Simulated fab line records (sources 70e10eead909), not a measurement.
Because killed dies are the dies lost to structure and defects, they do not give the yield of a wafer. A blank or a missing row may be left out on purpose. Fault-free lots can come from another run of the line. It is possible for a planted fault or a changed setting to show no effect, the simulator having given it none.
What tool caused it? :: flow nandHarc :: 36 wafers from 12 lots sampled at 2 of the route's 1302 steps

== WHAT EACH GAUGE READ, for each wafer ==
NHARC_A_SLIT_CD_MEAS_21.
lot: L074
measured: day 20 08:40
on: cdSem-02
cdNm (nm): 289.9 290.2 288.6

lot: L077
measured: day 20 20:50
on: cdSem-03
cdNm (nm): 289.4 289.8 289.3

lot: L078
measured: day 21 17:58
on: cdSem-03
cdNm (nm): 288.4 288.0 287.6

lot: L081
measured: day 22 12:49
on: cdSem-01
cdNm (nm): 289.4 289.4 290.7

lot: L084
measured: day 24 02:01
on: cdSem-01
cdNm (nm): 288.7 288.5 288.7

lot: L085
measured: day 24 09:31
on: cdSem-01
cdNm (nm): 289.8 288.8 290.1

lot: L087
measured: day 25 20:05
on: cdSem-03
cdNm (nm): 289.3 289.7 289.3

lot: L090
measured: day 26 08:13
on: cdSem-02
cdNm (nm): 289.7 289.1 289.4

lot: L091
measured: day 27 06:43
on: cdSem-03
cdNm (nm): 289.6 289.2 288.1

lot: L092
measured: day 27 18:10
on: cdSem-02
cdNm (nm): 289.7 289.6 290.0

lot: L095
measured: day 28 20:38
on: cdSem-01
cdNm (nm): 289.8 290.1 290.1

lot: L097
measured: day 29 19:35
on: cdSem-03
cdNm (nm): 288.5 288.9 289.3

== TOOL THAT RAN EACH LOT (tool first, then ch and the chambers of the sampled wafers, then the start) ==
lot: L074
NHARC_A_SLIT_ETCH_17: harEtch-02 ch 0,1, day 20 03:38

lot: L077
NHARC_A_SLIT_ETCH_17: harEtch-02 ch 0,1, day 20 15:47

lot: L078
NHARC_A_SLIT_ETCH_17: harEtch-02 ch 0,1, day 21 12:56

lot: L081
NHARC_A_SLIT_ETCH_17: harEtch-02 ch 0,1, day 22 08:16

lot: L084
NHARC_A_SLIT_ETCH_17: harEtch-01 ch 0,1, day 23 22:47

lot: L085
NHARC_A_SLIT_ETCH_17: harEtch-02 ch 0,1, day 24 06:17

lot: L087
NHARC_A_SLIT_ETCH_17: harEtch-01 ch 0,1, day 25 15:01

lot: L090
NHARC_A_SLIT_ETCH_17: harEtch-01 ch 0,1, day 26 03:42

lot: L091
NHARC_A_SLIT_ETCH_17: harEtch-02 ch 1, day 27 02:16

lot: L092
NHARC_A_SLIT_ETCH_17: harEtch-01 ch 0,1, day 27 13:08

lot: L095
NHARC_A_SLIT_ETCH_17: harEtch-02 ch 0,1, day 28 15:38

lot: L097
NHARC_A_SLIT_ETCH_17: harEtch-02 ch 0,1, day 29 15:06
- NHARC_A_SLIT_ETCH_17: etches the open film in C4F8/O2/Ar, time 4254.5 s, target depth 20300 nm.

== THE ANSWER, worked out from the rows above alone ==
Rule: what is usual is taken from the lots themselves. The widest of any qualifying gaps counts: lots, ordered by their means at a reading, are off when they make up no more than a third of the lots, leave a main group of 4 or more, and stand apart from it by 3 or more times the standard deviation of that group's means. If all means in a main group match to the digits the tables above print for the reading, that group is not used. A lot without any number at a reading at which 4 lots or more have one is off too. Where the step has rows for the other lots, those lots are counted as sound.
Across all readings shown, no lot is off: no conclusion can be drawn from this.

== WHAT WAS PUT IN BY THE SIMULATOR ==
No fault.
